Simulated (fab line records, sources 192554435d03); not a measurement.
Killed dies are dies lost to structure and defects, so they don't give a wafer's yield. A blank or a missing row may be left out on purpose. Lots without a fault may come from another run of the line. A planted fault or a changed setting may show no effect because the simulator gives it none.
Chamber matching | flow n5_finfet | N5_BEOL_M0_SAQP_SPACER1_ETCHBACK_99 on rie_diel-06: 4 sister chambers
The step etches SiO2 in CHF3/O2, target depth 15.4 nm, time 7.7 s. 4 wafers are shown with their chamber, then 7 later ones without.

WAFERS WITH THEIR CHAMBER
wafer  | chamber | drypump_motor_current_A (A)
L084.3 | 2       | 6.7
L086.4 | 0       | 5.7
L089.2 | 3       | 5.2
L089.5 | 1       | 5.7

WAFERS WITHOUT THEIR CHAMBER
wafer  | drypump_motor_current_A (A)
L089.6 | 5.7
L091.1 | 5.7
L091.3 | 5.2
L091.6 | 5.2
L092.1 | 5.2
L092.2 | 5.8
L092.5 | 5.7

WHICH CHAMBER EACH WENT THROUGH
wafer  | from the rows above     | in truth
L089.6 | can't be placed: 0 or 1 | 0
L091.1 | can't be placed: 0 or 1 | 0
L091.3 | 3                       | 3
L091.6 | 3                       | 3
L092.1 | 3                       | 3
L092.2 | can't be placed: 0 or 1 | 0
L092.5 | can't be placed: 0 or 1 | 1
Placed correctly: 3 of 7. Can't be placed from these rows: 4 (the true chamber is among the candidates in 4). Placed wrongly: 0.
How it was worked out, from the rows above alone: a wafer's distance from a chamber is the root of the sum, over the readings, of the square of ((its reading less the chamber's mean) divided by the reading's scatter). The wafer belongs to the nearest chamber; if the next one is less than 2 further off, it can't be placed. A chamber's mean is the mean of its shown wafers. The scatter: with one shown wafer a chamber, the root of the mean of the squares of how far each hidden wafer lies from its nearest shown one.
